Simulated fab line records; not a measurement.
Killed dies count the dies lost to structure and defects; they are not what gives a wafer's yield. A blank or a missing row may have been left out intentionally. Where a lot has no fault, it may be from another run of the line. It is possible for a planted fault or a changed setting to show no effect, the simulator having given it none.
fab line records	flow nand-harc
record: lots: 15	wafers: 45	last-day: 34
route steps=1302 shown P_CONTACT@252 P_M0@268
lots with no fault: from the same line, run without faults
start-h: hours from the record's first day to the start of the lot's first wafer shown	wait-h: hours since the lot's step before	" repeats the value in the row above	L1.1+2: a row that stands for several wafers	- no value, or no start given	* or withheld: withheld	< > ~ a bound
route shown NAME@n: NAME is a module with steps in the file, n the number in the route of the first one	usual: mean/standard deviation taken from wafers without a fault	same: alike in all rows	chamber/n: place in a boat	sites: per-site readings	_std_site: standard deviation of those values	_edge_site: the outer-site mean with the inner-site mean subtracted	radius-mm: how far each site lies from the wafer's centre	mask NAME#n: copy n	behind: tool/chamber where the wafer was last shaped	hold: what put the lot on hold/how long, in hours/how the hold closed	device: transistor that didn't switch, given as n, p or np	end of line: the route-end tests of the same wafers	for a step that has no rows: nothing shown but its recipe	killed: count of dies lost to structure and defects at first sort (not the wafer's yield)	map: the dies of a wafer, with x for killed, . for not killed, _ for no die there
set.NAME: setting as actually run; set.NAME@STEP: the setting as run at that earlier step	model.NAME: the simulator's own value behind a step, which no gauge read
the route's steps for a sample of lots (tables are steps, rows are wafers)
services: the hour from which a tool's chamber was out of use, counted from the record's first day as start-h (under 0 if before that day), plus the number of hours and why
== steps ==
step: NHARC_P_CONTACT_INSPECT_27
usual: raw-defect-count: 297/110
lot.wafer	tool	chamber	start-h	wait-h	raw-defect-count
L480.2	defect-inspect-01	-	130.35	0.1	235
L480.3	"	-	"	"	347
L480.5	"	-	"	"	284
L482.1	defect-inspect-02	-	136.04	0.1	113
L482.2	"	-	"	"	115
L482.4	"	-	"	"	198
L484.1	defect-inspect-02	-	161.30	0.1	167
L484.3	"	-	"	"	185
L484.5	"	-	"	"	145
L486.1	defect-inspect-02	-	179.44	0.1	254
L486.2	"	-	"	"	223
L486.3	"	-	"	"	141
L487.3	defect-inspect-01	-	192.40	0.1	275
L487.4	"	-	"	"	238
L487.5	"	-	"	"	226
L488.1	defect-inspect-01	-	198.42	0.1	260
L488.4	"	-	"	"	250
L488.5	"	-	"	"	271
L489.2	defect-inspect-02	-	207.05	1.1	275
L489.3	"	-	"	"	519
L489.5	"	-	"	"	449
L492.1	defect-inspect-01	-	234.35	0.1	487
L492.3	"	-	"	"	396
L492.4	"	-	"	"	633
L493.1	defect-inspect-01	-	254.51	0.1	372
L493.3	"	-	"	"	415
L493.5	"	-	"	"	332
L497.2	defect-inspect-02	-	289.13	0.1	236
L497.4	"	-	"	"	362
L497.5	"	-	"	"	543
L499.4	defect-inspect-01	-	312.99	0.1	346
L499.5	"	-	"	"	242
L499.6	"	-	"	"	316
L500.2	defect-inspect-02	-	319.39	0.1	211
L500.3	"	-	"	"	233
L500.4	"	-	"	"	182
L501.1	defect-inspect-01	-	326.33	0.1	275
L501.2	"	-	"	"	255
L501.5	"	-	"	"	267
L502.1	defect-inspect-01	-	337.80	0.1	217
L502.2	"	-	"	"	341
L502.3	"	-	"	"	232
L503.3	defect-inspect-02	-	354.15	0.1	452
L503.5	"	-	"	"	281
L503.6	"	-	"	"	581
step: NHARC_P_M0_ETCH_15
recipe: target-depth-a: 1500	overetch-a: 150	time-s: 82.5	c4f8-flow-sccm: withheld	ar-flow-sccm: 400	rf-w: 600	bias-w: 300	chemistry: C4F8/Ar
usual: oes-product-au: 0.959/0.022	rf-fwd-power-W: 595.3/2.1	rf-vpp-V: 441.9/2.9	run-length-s: 103.9/0.53
lot.wafer	tool	chamber	start-h	wait-h	oes-product-au	rf-fwd-power-W	rf-hours-counter-h	rf-vpp-V	run-length-s
L480.2	rie-diel-04	1	131.67	-	0.938	596.1	41	444.7	103.0
L480.3	"	3	"	"	0.954	596.9	38	440.2	103.8
L480.5	"	1	"	"	0.929	594.7	-	445.6	103.2
L482.1	rie-diel-12	1	137.18	-	0.956	590.9	5	446.1	104.5
L482.2	"	2	"	"	0.990	596.1	4	435.8	104.1
L482.4	"	3	"	"	0.976	595.8	5	444.2	103.6
L484.3	rie-diel-12	2	162.47	-	0.973	593.9	8	436.3	104.1
L484.1	"	3	"	"	0.957	594.7	9	446.4	103.3
L484.5	"	1	"	"	0.973	593.3	-	443.9	104.9
L486.3	rie-diel-12	2	180.72	-	0.984	592.8	10	436.0	104.1
L486.1	"	3	"	"	0.978	595.1	12	445.9	103.8
L486.2	"	0	"	"	0.960	593.2	14	440.2	104.5
L487.4	rie-diel-12	3	193.66	-	0.986	596.4	14	444.6	103.5
L487.3	"	0	"	"	0.981	597.0	15	440.8	103.9
L487.5	"	0	"	"	0.976	597.9	-	440.3	104.1
L488.1	rie-diel-01	3	199.57	-	0.980	596.4	56	439.8	104.5
L488.4	"	1	"	"	0.949	597.2	55	442.2	103.9
L488.5	"	3	"	"	0.991	596.9	-	439.0	103.8
L489.2	rie-diel-12	3	208.30	-	0.976	595.8	16	444.3	103.9
L489.3	"	2	"	"	0.968	592.1	14	435.7	103.7
L489.5	"	3	"	"	0.981	595.0	-	444.7	103.9
L492.4	rie-diel-01	2	235.62	-	0.959	594.7	8	441.9	103.6
L492.1	"	3	"	"	0.987	597.6	6	438.4	103.7
L492.3	"	0	"	"	0.988	596.4	6	445.5	104.3
L493.3	rie-diel-01	0	255.65	-	0.979	593.6	9	445.0	104.1
L493.1	"	1	"	"	0.981	595.2	11	443.6	103.6
L493.5	"	3	"	"	0.972	596.1	-	440.6	103.7
L497.2	rie-diel-01	2	290.27	-	0.958	593.1	25	442.9	103.5
L497.4	"	3	"	"	0.958	596.0	25	438.3	104.1
L497.5	"	2	"	"	0.966	592.2	-	441.8	103.4
L499.4	rie-diel-04	1	314.30	-	0.928	-	-	443.9	93.9
L499.5	"	3	"	"	0.926	595.2	-	441.4	103.5
L499.6	"	0	"	"	0.918	596.9	-	442.9	103.1
L500.4	rie-diel-04	0	321.14	-	0.919	596.2	44	442.2	103.2
L500.2	"	1	"	"	0.922	-	42	445.3	93.7
L500.3	"	2	"	"	0.926	595.8	23	442.2	104.5
L501.2	rie-diel-04	0	327.60	-	0.910	594.9	48	441.2	103.4
L501.1	"	1	"	"	0.931	-	47	445.8	94.1
L501.5	"	0	"	"	0.914	596.5	-	442.7	103.3
L502.3	rie-diel-12	0	338.94	-	0.962	595.4	13	439.7	104.2
L502.2	"	1	"	"	0.965	590.2	12	444.9	104.6
L502.1	"	2	"	"	0.988	593.1	13	435.7	104.4
L503.3	rie-diel-12	0	355.55	-	0.968	597.6	14	441.2	103.9
L503.5	"	0	"	"	0.980	596.0	-	439.4	104.7
L503.6	"	1	"	"	0.972	588.9	-	445.1	104.7
step: NHARC_P_M0_PRE_CLEAN_29
recipe: time-s: 30	temp-c: 280	gas: H2/He
usual: heater-power-w: 391/49
same: time-s: 30
lot.wafer	tool	chamber	start-h	wait-h	heater-power-w
L480.3	pvd-sputter-01	-	-	-	364
L480.2	"	-	"	"	445
L480.5	"	-	"	"	385
L482.4	pvd-sputter-01	-	-	-	480
L482.2	"	-	"	"	439
L482.1	"	-	"	"	380
L484.3	pvd-sputter-02	-	-	-	365
L484.1	"	-	"	"	437
L484.5	"	-	"	"	410
L486.2	pvd-sputter-03	-	-	-	394
L486.3	"	-	"	"	387
L486.1	"	-	"	"	297
L487.4	pvd-sputter-03	-	-	-	291
L487.3	"	-	"	"	396
L487.5	"	-	"	"	301
L488.4	pvd-sputter-01	-	-	-	381
L488.1	"	-	"	"	365
L488.5	"	-	"	"	379
L489.2	pvd-sputter-03	-	-	-	388
L489.3	"	-	"	"	379
L489.5	"	-	"	"	391
L492.1	pvd-sputter-01	-	-	-	365
L492.4	"	-	"	"	494
L492.3	"	-	"	"	435
L493.1	pvd-sputter-01	-	-	-	386
L493.3	"	-	"	"	375
L493.5	"	-	"	"	429
L497.2	pvd-sputter-01	-	-	-	369
L497.4	"	-	"	"	484
L497.5	"	-	"	"	384
L499.4	pvd-sputter-02	-	-	-	442
L499.6	"	-	"	"	436
L499.5	"	-	"	"	361
L500.4	pvd-sputter-03	-	-	-	298
L500.3	"	-	"	"	387
L500.2	"	-	"	"	388
L501.2	pvd-sputter-03	-	-	-	379
L501.1	"	-	"	"	391
L501.5	"	-	"	"	379
L502.3	pvd-sputter-02	-	-	-	358
L502.1	"	-	"	"	447
L502.2	"	-	"	"	369
L503.3	pvd-sputter-01	-	-	-	371
L503.5	"	-	"	"	481
L503.6	"	-	"	"	432
step: NHARC_P_M0_PVD_20
recipe: target-thk-a: 50	bias-v: 168.6	power-w: 15000	chamber-pressure-pa: 0.12	time-s: 8.06	substrate-temp-c: 50	material: TaN
usual: throttle-valve-pct: 30.0/1
same: time-s: 8.06
lot.wafer	tool	chamber	start-h	wait-h	throttle-valve-pct
L480.2	pvd-sputter-01	-	-	-	29.4
L480.3	"	-	"	"	29.3
L480.5	"	-	"	"	30.7
L482.4	pvd-sputter-01	-	-	-	30.5
L482.2	"	-	"	"	29.3
L482.1	"	-	"	"	29.5
L484.1	pvd-sputter-02	-	-	-	28.1
L484.3	"	-	"	"	28.7
L484.5	"	-	"	"	28.1
L486.2	pvd-sputter-03	-	-	-	31.0
L486.1	"	-	"	"	30.5
L486.3	"	-	"	"	29.6
L487.3	pvd-sputter-03	-	-	-	31.0
L487.4	"	-	"	"	31.1
L487.5	"	-	"	"	30.9
L488.1	pvd-sputter-01	-	-	-	29.6
L488.4	"	-	"	"	28.7
L488.5	"	-	"	"	30.8
L489.3	pvd-sputter-03	-	-	-	29.8
L489.2	"	-	"	"	30.2
L489.5	"	-	"	"	29.9
L492.3	pvd-sputter-01	-	-	-	29.3
L492.4	"	-	"	"	29.5
L492.1	"	-	"	"	30.0
L493.1	pvd-sputter-01	-	-	-	29.8
L493.3	"	-	"	"	29.5
L493.5	"	-	"	"	29.8
L497.2	pvd-sputter-01	-	-	-	29.4
L497.4	"	-	"	"	29.7
L497.5	"	-	"	"	30.0
L499.4	pvd-sputter-02	-	-	-	31.2
L499.5	"	-	"	"	30.8
L499.6	"	-	"	"	27.7
L500.3	pvd-sputter-03	-	-	-	30.7
L500.4	"	-	"	"	30.4
L500.2	"	-	"	"	29.9
L501.1	pvd-sputter-03	-	-	-	29.8
L501.2	"	-	"	"	31.2
L501.5	"	-	"	"	30.7
L502.1	pvd-sputter-02	-	-	-	31.5
L502.3	"	-	"	"	31.1
L502.2	"	-	"	"	29.0
L503.3	pvd-sputter-01	-	-	-	30.3
L503.5	"	-	"	"	30.0
L503.6	"	-	"	"	29.4
== services ==
tool	chamber	start-h	hours	kind
rie-diel-12	2	108.26	4.2	repair
rie-diel-12	0	125.04	-	clean
rie-diel-12	1	125.04	-	clean
rie-diel-12	2	125.04	-	clean
rie-diel-12	3	125.04	-	clean
rie-diel-12	0	149.54	-	clean
rie-diel-12	1	149.54	-	clean
pvd-sputter-03	-	170.00	10.0	pm
rie-diel-04	-	177.92	9.0	pm
pvd-sputter-01	-	201.51	0.7	repair
rie-diel-01	-	203.93	9.0	pm
rie-diel-04	-	223.81	1.9	repair
pvd-sputter-01	-	226.00	10.0	pm
rie-diel-12	3	251.85	7.7	repair
rie-diel-12	-	268.57	9.0	pm
rie-diel-04	2	272.47	45.4	repair
pvd-sputter-02	-	282.03	10.0	pm
rie-diel-01	0	294.04	5.4	repair
rie-diel-01	1	295.77	7.2	repair
rie-diel-01	2	312.86	10.5	repair
rie-diel-12	3	320.48	3.3	repair
rie-diel-04	0	322.64	2.5	repair
pvd-sputter-03	-	348.00	10.0	pm
rie-diel-04	-	355.63	9.0	pm
== key ==
first-sign: step: NHARC_P_M0_ETCH_15	reading: run-length-s	direction: down	sigmas: 19	usual: *	struck: *
effect none on later readings
met-at NHARC_P_M0_ETCH_15
struck-lots L499,L500,L501
struck-wafers L499.4,L500.2,L501.1
later-rows-left-out L499.4,L500.2,L501.1
sort-left-out L499.4,L500.2,L501.1
not-acting-at NHARC_P_CONTACT_INSPECT_27,NHARC_P_M0_PRE_CLEAN_29,NHARC_P_M0_PVD_20
onset-between 131.67 314.30
fault: kind: process-parameter-drift	tool: rie-diel-04	chamber: 1	onset-h: 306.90	steps: NHARC_P_M0_ETCH_15	channel: time-s	offset: *	shape: step	end-h: 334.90	acts-in: *	stated: *
sort-left-out: the simulated sort isn't trusted on such a fault, so these wafers' sort isn't shown, and their yield isn't known
later-rows-left-out: the simulator's readings of these wafers behind a module that went badly wrong aren't trusted and aren't shown, but for the sort
